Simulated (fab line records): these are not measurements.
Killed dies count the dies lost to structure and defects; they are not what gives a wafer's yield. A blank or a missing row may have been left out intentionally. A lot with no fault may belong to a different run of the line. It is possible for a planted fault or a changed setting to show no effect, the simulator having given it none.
fab line records -- flow n5-finfet -- part 2 of 2: steps 16 to 16 of 16
record: lots: 7, wafers: 20, last-day: 17
route steps=1938 shown PMOS_HMC_CHANNEL_EPI@61 BEOL_M4@1111 PASSIVATION@1936
lots that met no fault: from a run of the same line without faults
start-h: the number of hours between the record's first day and the start of the first shown wafer of the lot -- wait-h: hours from the lot's prior step to this one -- " unchanged from the row above -- L1.1+2: several wafers, shown together as one row -- - no value, or no start given -- * or withheld: withheld -- < > ~ a bound
route shown NAME@n: a module of which the file shows steps, and the number in the route of the first -- usual: mean/standard deviation of fault-free wafers -- same: alike in all rows -- chamber/n: place in a boat -- sites: the reading at each site -- _std_site: the values' standard deviation -- _edge_site: the outer-site mean with the inner-site mean subtracted -- radius-mm: for every site, how far away it sits from the centre of the wafer -- mask NAME#n: copy n -- behind: the tool/chamber that last shaped the wafer -- hold: why the lot went on hold/how many hours it stayed there/how the hold came to an end -- device: the n, p or np transistor that did not switch -- end of line: at the end of the route, the tests of the same wafers -- a step without rows: its recipe alone -- killed: count of dies lost to structure and defects at first sort (not the wafer's yield) -- map: a wafer's dies, marking killed ones x, the rest . and places with no die _
set.NAME: the setting the step ran with; set.NAME@STEP: the setting that earlier step ran with -- model.NAME: the simulator's own value behind a step, which no gauge read
lots at some steps of the route; a table a step, a row a wafer
services: when a tool's chamber went out of use (start-h, in hours from the record's first day, below 0 if earlier), for how many hours, and the reason
== steps ==
step: N5_PASSIVATION_PROBE_49
usual: defect-limited-yield: 91.2/1.5, killed_at_M0_to_M3: 35/11, killed_at_M4_up: 13/5.6, killed-at-contacts: 13/6.3, killed-at-front-end: 38/12, killed-at-other: 3.7/2.9, killed-dies: 104/18, killed-open: 69/13, killed-short: 34/8.3, sort_bin_5_function: 5.2/0.95, sort_bin_6_memory: 3.3/0.68, sort-n-pass: 1076/18, sort-yield-pct: 91.2/1.5
same: gross-dies: 1180, killed-at-back-side: 0, sort_bin_4_leakage[%]: 0, sort_bin_8_speed[%]: 0
lot.wafer,tool,chamber,start-h,wait-h,defect-limited-yield[%],killed_at_M0_to_M3,killed_at_M4_up,killed-at-contacts,killed-at-front-end,killed-at-other,killed-dies,killed-open,killed-short,sort_bin_5_function[%],sort_bin_6_memory[%],sort-n-pass,sort-yield-pct[%]
L610.1,prober-02,-,332.95,0.0,89.6,47,16,12,44,4,123,73,48,6.0,3.9,1057,89.6
L610.3,prober-02,-,333.05,0.1,91.5,50,4,7,37,2,100,67,30,4.8,3.5,1080,91.5
L610.6,prober-02,-,333.20,0.3,90.5,39,10,7,50,6,112,62,49,5.2,3.4,1068,90.5
L614.1,prober-01,-,341.54,0.0,90.6,27,12,12,55,5,111,75,35,5.2,3.9,1069,90.6
L614.3,prober-01,-,341.64,0.1,91.2,15,9,26,53,1,104,61,43,5.8,2.7,1076,91.2
L614.6,prober-01,-,341.79,0.3,91.0,28,12,9,57,0,106,66,39,5.1,3.6,1074,91.0
L616.1,prober-01,-,359.75,0.0,90.4,40,16,23,33,1,113,78,35,5.4,3.8,1067,90.4
L618.2,prober-01,-,364.77,0.1,90.8,37,10,13,47,2,109,74,35,5.3,3.6,1071,90.8
L618.5,prober-01,-,364.92,0.2,90.5,40,13,12,46,1,112,76,35,5.8,3.5,1068,90.5
L618.6,prober-01,-,364.97,0.3,89.8,32,6,25,53,4,120,74,45,6.4,3.6,1060,89.8
L620.3,prober-02,-,383.79,0.1,90.2,35,16,32,31,2,116,76,39,5.1,4.5,1064,90.2
L620.4,prober-02,-,383.84,0.2,89.9,56,21,10,30,2,119,73,46,6.4,3.2,1061,89.9
L620.6,prober-02,-,383.94,0.3,91.5,38,17,22,21,2,100,75,25,5.3,2.8,1080,91.5
L621.2,prober-02,-,394.22,0.1,90.1,42,14,8,52,1,117,69,48,6.4,3.2,1063,90.1
L621.6,prober-02,-,394.42,0.3,91.1,47,21,11,25,1,105,73,29,5.3,3.4,1075,91.1
killed by level:class
L610.1 FIN_SAQP:geometric-particle:short=18 BEOL_M1:geometric-particle:open=14 BEOL_M0_SAQP:geometric-particle:open=12 MOL_CONTACT_COAG:geometric-particle:open=8 BEOL_M2:geometric-particle:open=8 STI_FIN_REVEAL:geometric-particle:open=6 FIN_SAQP:geometric-particle:open=5 MOL_CONTACT_COAG:geometric-particle:short=4
L610.3 BEOL_M2:geometric-particle:open=17 BEOL_M3:geometric-particle:open=11 DUMMY_GATE:geometric-particle:open=9 STI_FIN_REVEAL:geometric-particle:open=8 BEOL_M1:geometric-particle:open=6 FIN_SAQP:geometric-particle:short=5 MOL_CONTACT_COAG:geometric-particle:open=5 BEOL_M3:geometric-particle:short=4
L610.6 FIN_SAQP:geometric-particle:short=16 FIN_SAQP:geometric-particle:open=14 BEOL_M0_SAQP:geometric-particle:short=9 BEOL_M3:geometric-particle:open=7 BEOL_M0_SAQP:geometric-particle:open=7 BEOL_M2:geometric-particle:open=6 STARTING-WAFER:geometric-particle:open=5 STI_FIN_REVEAL:geometric-particle:open=4
L614.1 FIN_SAQP:geometric-particle:open=18 FIN_SAQP:geometric-particle:short=11 MOL_CONTACT_COAG:geometric-particle:open=11 BEOL_M0_SAQP:geometric-particle:open=9 BEOL_M0_SAQP:geometric-particle:short=7 STI_FIN_REVEAL:geometric-particle:open=6 BEOL_M1:geometric-particle:open=6 STARTING-WAFER:geometric-particle:open=6
L614.3 FIN_SAQP:geometric-particle:open=20 MOL_CONTACT_COAG:geometric-particle:open=18 FIN_SAQP:geometric-particle:short=12 MOL_CONTACT_COAG:geometric-particle:short=8 STI_FIN_REVEAL:geometric-particle:open=7 BEOL_M0_SAQP:geometric-particle:short=7 BEOL_M1:geometric-particle:short=5 BEOL_M0_SAQP:geometric-particle:open=3
L614.6 FIN_SAQP:geometric-particle:open=17 FIN_SAQP:geometric-particle:short=11 BEOL_M0_SAQP:geometric-particle:short=10 STI_FIN_REVEAL:geometric-particle:open=8 MOL_CONTACT_COAG:geometric-particle:open=7 BEOL_M1:geometric-particle:open=6 GATE_CUT:geometric-particle:short=5 BEOL_M0_SAQP:geometric-particle:open=5
L616.1 MOL_CONTACT_COAG:geometric-particle:open=16 STI_FIN_REVEAL:geometric-particle:open=15 BEOL_M1:geometric-particle:open=11 BEOL_M0_SAQP:geometric-particle:short=8 BEOL_M2:geometric-particle:open=8 FIN_SAQP:geometric-particle:short=7 MOL_CONTACT_COAG:geometric-particle:short=7 BEOL_M0_SAQP:geometric-particle:open=7
L618.2 FIN_SAQP:geometric-particle:open=17 MOL_CONTACT_COAG:geometric-particle:open=12 BEOL_M0_SAQP:geometric-particle:open=11 BEOL_M0_SAQP:geometric-particle:short=10 FIN_SAQP:geometric-particle:short=8 STI_FIN_REVEAL:geometric-particle:open=7 BEOL_M3:geometric-particle:open=6 BEOL_M2:geometric-particle:open=5
L618.5 BEOL_M3:geometric-particle:open=13 FIN_SAQP:geometric-particle:short=12 MOL_CONTACT_COAG:geometric-particle:open=10 FIN_SAQP:geometric-particle:open=9 STI_FIN_REVEAL:geometric-particle:open=9 BEOL_M0_SAQP:geometric-particle:open=9 BEOL_M4:geometric-particle:open=8 BEOL_M0_SAQP:geometric-particle:short=7
L618.6 MOL_CONTACT_COAG:geometric-particle:open=19 FIN_SAQP:geometric-particle:short=16 FIN_SAQP:geometric-particle:open=9 BEOL_M3:geometric-particle:open=9 STI_FIN_REVEAL:geometric-particle:open=8 MOL_CONTACT_COAG:geometric-particle:short=6 DUMMY_GATE:geometric-particle:open=6 GATE_CUT:geometric-particle:short=5
L620.3 MOL_CONTACT_COAG:geometric-particle:open=28 BEOL_M2:geometric-particle:open=10 GATE_CUT:geometric-particle:open=6 BEOL_M0_SAQP:geometric-particle:short=6 FIN_SAQP:geometric-particle:short=5 BEOL_M1:geometric-particle:open=5 BEOL_M0_SAQP:geometric-particle:open=5 ILD0:geometric-particle:open=4
L620.4 BEOL_M0_SAQP:geometric-particle:open=20 BEOL_M0_SAQP:geometric-particle:short=16 BEOL_M2:geometric-particle:open=10 GATE_CUT:geometric-particle:short=8 BEOL_M4:geometric-particle:open=8 MOL_CONTACT_COAG:geometric-particle:open=7 FIN_SAQP:geometric-particle:open=5 ILD0:geometric-particle:short=4
L620.6 MOL_CONTACT_COAG:geometric-particle:open=20 BEOL_M2:geometric-particle:open=8 BEOL_M4:geometric-particle:open=7 BEOL_M0_SAQP:geometric-particle:open=5 BEOL_M1:geometric-particle:open=5 BEOL_M2:geometric-particle:short=5 FIN_SAQP:geometric-particle:open=4 BEOL_M0_SAQP:geometric-particle:short=4
L621.2 STI_FIN_REVEAL:geometric-particle:open=15 BEOL_M0_SAQP:geometric-particle:open=10 BEOL_M0_SAQP:geometric-particle:short=10 BEOL_M3:geometric-particle:open=8 FIN_SAQP:geometric-particle:short=7 BEOL_M4:geometric-particle:open=6 STARTING-WAFER:geometric-particle:open=6 FIN_SAQP:geometric-particle:open=5
L621.6 BEOL_M3:geometric-particle:open=12 BEOL_M2:geometric-particle:open=11 BEOL_M4:geometric-particle:open=10 BEOL_M0_SAQP:geometric-particle:open=9 MOL_CONTACT_COAG:geometric-particle:open=8 BEOL_M0_SAQP:geometric-particle:short=8 STI_FIN_REVEAL:geometric-particle:open=5 GATE_CUT:geometric-particle:short=4
== services ==
tool,chamber,start-h,hours,kind
rie-diel-05,1,35.94,9.7,repair
rie-diel-06,2,40.57,3.8,repair
rie-si-01,0,42.16,4.2,repair
rie-si-01,3,51.92,8.0,repair
rie-diel-02,1,79.45,2.7,repair
rie-diel-05,3,87.43,14.2,repair
rie-diel-02,0,89.49,2.7,repair
rie-diel-06,1,113.05,1.8,repair
rie-diel-02,2,113.09,5.5,repair
rie-diel-02,3,114.85,2.7,repair
rie-diel-02,0,118.74,-,clean
rie-diel-02,0,118.74,-,consumable-replace:focus-ring
rie-diel-02,0,118.74,-,consumable-replace:showerhead
rie-diel-02,0,118.74,18.6,scheduled-down
rie-diel-02,0,118.74,18.6,vent-cycle
rie-diel-05,0,134.07,5.7,repair
rie-diel-02,3,143.56,-,clean
rie-diel-02,3,143.56,-,consumable-replace:focus-ring
rie-diel-02,3,143.56,16.6,scheduled-down
rie-diel-02,3,143.56,16.6,vent-cycle
